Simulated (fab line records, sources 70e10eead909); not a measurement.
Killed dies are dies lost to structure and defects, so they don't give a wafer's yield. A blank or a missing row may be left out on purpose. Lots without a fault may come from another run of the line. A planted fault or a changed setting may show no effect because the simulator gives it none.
A struck lot beside a sound one | flow nand_harc | 14 steps out of a route of 1302
Sound: wafers L541.1, L541.2, L541.3. Struck: wafers L554.1, L554.2, L554.3. The cause comes at the end.
At each step with rows: each side's tool, then ch and its chambers, then its first start. Under that, the readings that differ: sound wafers | struck wafers | difference of the means | sigmas: that difference in standard deviations of wafers without a fault.
alike: readings whose means differ by less than 2 such deviations, and words and numbers that are the same on both sides. not compared: withheld readings, readings that some wafer has no value for, bounds like >300 that may hide the same value, and numbers for which the record gives no deviation and whose values overlap.
The two part at a step that has a row with sigmas, a row that says differs or no value, or rows on one side only. Numbers that don't overlap but have no deviation are shown without sigmas and don't part them. A reading that every wafer of one side lacks parts them only if that side has two wafers or more.

first, 1 step without rows for these wafers: NHARC_A_CHANNEL_FILL_D1_SRD_12.
NHARC_A_CHANNEL_FILL_D1_INSPECT_13:
  sound on defect_inspect-01, day 13 21:44; struck on defect_inspect-01, day 18 11:19
  alike: raw_defect_count
NHARC_A_DECK1_JOINT_ETCHBACK_07: etches the open film in HBr, target depth 105 nm, time 26.9 s.
  sound on rie_si-06 ch 0,2,3, day 13 21:48; struck on rie_si-06 ch 0,2,3, day 18 11:22
  reading                | sound       | struck      | difference | sigmas
  rf_hours_counter_h (h) | 0.3 0.3 0.2 | 0.9 0.9 1.1 | +0.7       |
  alike: drypump_motor_current_A, oes_product_au, throttle_valve_pct
then, 7 steps without rows for these wafers: NHARC_A_DECK1_JOINT_ETCH_25 (etches SiO2 in dHF, target depth 0.5 nm); NHARC_A_DECK1_JOINT_ETCH_19 (etches poly-Si in TMAH, target depth 3 nm); NHARC_A_DECK1_JOINT_ETCH_18 (etches SiO2 in dHF, target depth 3 nm); NHARC_A_DECK1_JOINT_WET_08 (chemistry H3PO4, time 86 s); NHARC_A_DECK1_JOINT_ETCH_09 (etches SiO2 in dHF, target depth 5 nm); NHARC_A_DECK1_JOINT_WET_10 (chemistry H3PO4, time 86 s); NHARC_A_DECK1_JOINT_ETCH_11 (etches SiO2 in dHF, target depth 35 nm).
NHARC_A_DECK1_JOINT_CVD_12: deposits poly-Si, target thk 90 nm, time 1800 s.
  sound on lpcvd_poly-01 ch 0, day 14 13:21; struck on lpcvd_poly-02 ch 0, day 18 21:39
  reading               | sound             | struck            | difference | sigmas
  spike_tc_bottom_C (C) | 642.1 641.7 641.1 | 647.0 646.0 646.0 | +4.7       | +2
  alike: spike_tc_centre_C, zone_power_centre_pct, zone_power_upper_pct
NHARC_A_DECK1_JOINT_CMP_13: polishes, target thk 51.023 nm.
  sound on cmp-02 ch 0,1,2, day 14 16:14; struck on cmp-01 ch 0,1,2, day 19 00:51
  reading                | sound       | struck         | difference | sigmas
  time_to_endpoint_s (s) | 8.7 5.8 3.7 | 15.4 21.2 20.0 | +12.8      | +6
  alike: edge_zone_pressure_frac, motor_current_A, slurry_filter_dp_kPa, slurry_flow_ml_min
NHARC_A_DECK1_JOINT_THK_MEAS_14: measures by ellipsometry.
  sound on film_metro-01, day 14 16:29; struck on film_metro-02, day 19 01:06
  alike: thk_nm
then, 1 step without rows for these wafers: NHARC_END_SORT_01.

WHERE THEY PART
First at NHARC_A_DECK1_JOINT_CVD_12; last, within this record, at NHARC_A_DECK1_JOINT_CMP_13. Later steps at which nothing parts them and some readings are alike: NHARC_A_DECK1_JOINT_THK_MEAS_14.

WHY: what the simulator had put in
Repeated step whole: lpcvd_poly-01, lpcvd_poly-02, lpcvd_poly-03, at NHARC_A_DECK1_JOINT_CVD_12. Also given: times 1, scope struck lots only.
